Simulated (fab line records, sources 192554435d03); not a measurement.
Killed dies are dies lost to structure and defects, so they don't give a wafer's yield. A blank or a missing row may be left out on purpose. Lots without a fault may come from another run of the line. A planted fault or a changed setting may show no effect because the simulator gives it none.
Chamber matching | flow n5_finfet | N5_BEOL_M2_STRIP_36 on rie_diel-04: 4 sister chambers
The step strips in N2/H2. 24 wafers are shown with their chamber, then 12 later ones without.

WAFERS WITH THEIR CHAMBER
wafer  | chamber | drypump_motor_current_A (A) | showerhead_plenum_p_Torr (Torr) | throttle_valve_pct (%)
L077.1 | 1       | 5.6                         | 2.52                            | 23.91
L077.5 | 2       | 6.5                         | 2.72                            | 23.73
L077.6 | 1       | 5.6                         | 2.52                            | 23.84
L079.1 | 2       | 6.5                         | 2.72                            | 23.74
L079.2 | 1       | 5.6                         | 2.51                            | 23.86
L079.3 | 0       | 5.6                         | 2.51                            | 24.08
L081.1 | 1       | 5.6                         | 2.51                            | 23.86
L081.2 | 3       | 5.7                         | 2.41                            | 23.40
L081.3 | 2       | 6.5                         | 2.72                            | 23.72
L081.4 | 0       | 5.6                         | 2.51                            | 24.09
L081.5 | 0       | 5.6                         | 2.51                            | 24.06
L081.6 | 1       | 5.6                         | 2.51                            | 23.88
L082.1 | 2       | 6.5                         | 2.72                            | 23.76
L082.2 | 0       | 5.6                         | 2.50                            | 24.06
L082.3 | 3       | 5.6                         | 2.41                            | 23.42
L082.4 | 3       | 5.6                         | 2.41                            | 23.42
L082.5 | 2       | 6.5                         | 2.71                            | 23.73
L082.6 | 0       | 5.6                         | 2.50                            | 24.07
L084.1 | 0       | 5.6                         | 2.50                            | 24.06
L084.3 | 1       | 5.6                         | 2.51                            | 23.87
L084.6 | 0       | 5.6                         | 2.50                            | 24.06
L085.3 | 3       | 5.6                         | 2.41                            | 23.45
L085.4 | 1       | 5.6                         | 2.51                            | 23.88
L085.5 | 2       | 6.5                         | 2.71                            | 23.75

SIGNATURES (means of the wafers above)
reading                  | chamber 0 | chamber 1 | chamber 2 | chamber 3 | scatter within a chamber
drypump_motor_current_A  | 5.600     | 5.600     | 6.500     | 5.625     | 0.0194
showerhead_plenum_p_Torr | 2.5043    | 2.5129    | 2.7167    | 2.4100    | 0.00473
throttle_valve_pct       | 24.0686   | 23.8714   | 23.7383   | 23.4225   | 0.0175
Rule: a wafer's distance from a chamber is the root of the sum, over the readings, of the square of ((its reading less the chamber's mean) divided by the reading's scatter). The wafer belongs to the nearest chamber; if the next one is less than 2 further off, it can't be placed. The scatter: the root of (the sum of the squares of (reading less its chamber's mean) over the shown wafers, divided by (wafers less chambers)).

WAFERS WITHOUT THEIR CHAMBER
wafer  | drypump_motor_current_A (A) | showerhead_plenum_p_Torr (Torr) | throttle_valve_pct (%)
L086.2 | 6.5                         | 2.71                            | 23.75
L086.5 | 5.6                         | 2.41                            | 23.42
L086.6 | 5.6                         | 2.51                            | 23.90
L090.1 | 5.7                         | 2.40                            | 23.44
L090.3 | 5.6                         | 2.50                            | 23.79
L090.5 | 5.6                         | 2.50                            | 23.90
L094.2 | 5.6                         | 2.50                            | 23.80
L094.4 | 6.5                         | 2.70                            | 23.79
L094.6 | 5.6                         | 2.50                            | 23.91
L097.3 | 5.6                         | 2.50                            | 23.91
L097.4 | 5.6                         | 2.50                            | 23.91
L097.5 | 5.6                         | 2.40                            | 23.47

WHICH CHAMBER EACH WENT THROUGH
wafer  | from the rows above | in truth
L086.2 | 2                   | 2
L086.5 | 3                   | 3
L086.6 | 1                   | 1
L090.1 | 3                   | 3
L090.3 | 1                   | 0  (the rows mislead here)
L090.5 | 1                   | 1
L094.2 | 1                   | 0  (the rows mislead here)
L094.4 | 2                   | 2
L094.6 | 1                   | 1
L097.3 | 1                   | 1
L097.4 | 1                   | 1
L097.5 | 3                   | 3
Placed correctly: 10 of 12. Can't be placed from these rows: 0. Placed wrongly: 2.
